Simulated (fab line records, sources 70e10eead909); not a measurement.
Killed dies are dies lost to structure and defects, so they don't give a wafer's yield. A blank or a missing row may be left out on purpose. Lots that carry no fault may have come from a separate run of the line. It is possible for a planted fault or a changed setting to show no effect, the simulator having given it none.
Matching of chambers | flow nandHarc | rieSi-06 running NHARC_P_ZERO_WELL_ETCH_63: 4 sister chambers
The step etches the open film in HBr/Cl2, target depth 120 nm, time 40.1 s. 18 wafers are shown with their chamber, then 9 later ones without.

== EACH WAFER AND ITS CHAMBER ==
wafer  | chamber | rfFwdPowerW (W) | oesProductAu (a.u.) | throttleValvePct (%)
L074.2 | 1       | 393.9           | 0.994               | 26.402
L074.3 | 0       | 393.6           | 1.009               | 26.416
L074.6 | 2       | 391.9           | 0.993               | 26.413
L076.1 | 1       | 395.5           | 0.991               | 26.393
L076.5 | 3       | 394.8           | 0.987               | 26.415
L076.6 | 2       | 391.3           | 0.982               | 26.395
L077.1 | 2       | 392.6           | 0.993               | 26.391
L077.4 | 0       | 392.9           | 1.019               | 26.396
L077.5 | 1       | 394.9           | 0.990               | 26.411
L080.1 | 2       | 391.1           | 0.996               | 26.406
L080.2 | 3       | 395.8           | 1.018               | 26.420
L080.5 | 0       | 392.5           | 1.023               | 26.403
L086.4 | 0       | 393.7           | 1.001               | 26.416
L086.5 | 2       | 392.8           | 0.985               | 26.416
L086.6 | 3       | 394.9           | 1.017               | 26.412
L087.1 | 1       | 393.9           | 0.989               | 26.416
L087.5 | 3       | 395.6           | 1.015               | 26.393
L087.6 | 2       | 392.6           | 0.997               | 26.415

SIGNATURES (means of the wafers above)
reading          | chamber 0 | chamber 1 | chamber 2 | chamber 3 | scatter within a chamber
rfFwdPowerW      | 393.175   | 394.550   | 392.050   | 395.275   | 0.669
oesProductAu     | 1.01300   | 0.99100   | 0.99100   | 1.00925   | 0.00911
throttleValvePct | 26.40775  | 26.40550  | 26.40600  | 26.41000  | 0.0107
Rule: a wafer's distance from a chamber is the root of the sum, over the readings, of the square of ((its reading less the chamber's mean) divided by the reading's scatter). If the next closest chamber is less than 2 further off than the closest, the wafer can't be placed; otherwise it belongs to the closest. The scatter: take each reading less its chamber's mean, square it, sum over the shown wafers, divide by the number of wafers less the number of chambers, and take the root.

== WAFERS WHOSE CHAMBER IS MISSING ==
wafer  | rfFwdPowerW (W) | oesProductAu (a.u.) | throttleValvePct (%)
L090.1 | 398.8           | 1.000               | 26.399
L090.4 | 393.1           | 1.004               | 26.409
L090.5 | 391.8           | 1.001               | 26.396
L092.2 | 392.7           | 1.008               | 26.415
L092.3 | 393.3           | 0.988               | 26.401
L092.4 | 395.7           | 1.000               | 26.411
L094.1 | 391.8           | 1.008               | 26.395
L094.4 | 395.1           | 1.003               | 26.402
L094.6 | 396.3           | 1.007               | 26.410

== THE CHAMBER EACH PASSED THROUGH ==
wafer  | from the rows above               | in truth
L090.1 | can't be placed: 3 or 1           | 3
L090.4 | can't be placed: 0 or 2 or 1      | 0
L090.5 | can't be placed: 2 or 0           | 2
L092.2 | can't be placed: 0 or 2           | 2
L092.3 | can't be placed: 1 or 2 or 0 or 3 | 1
L092.4 | can't be placed: 3 or 1           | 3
L094.1 | can't be placed: 2 or 0           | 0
L094.4 | can't be placed: 3 or 1           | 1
L094.6 | can't be placed: 3 or 1           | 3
Correct placement for 0 of the 9. Can't be placed from these rows: 9 (the true chamber is among the candidates in 9). Placed wrongly: 0.
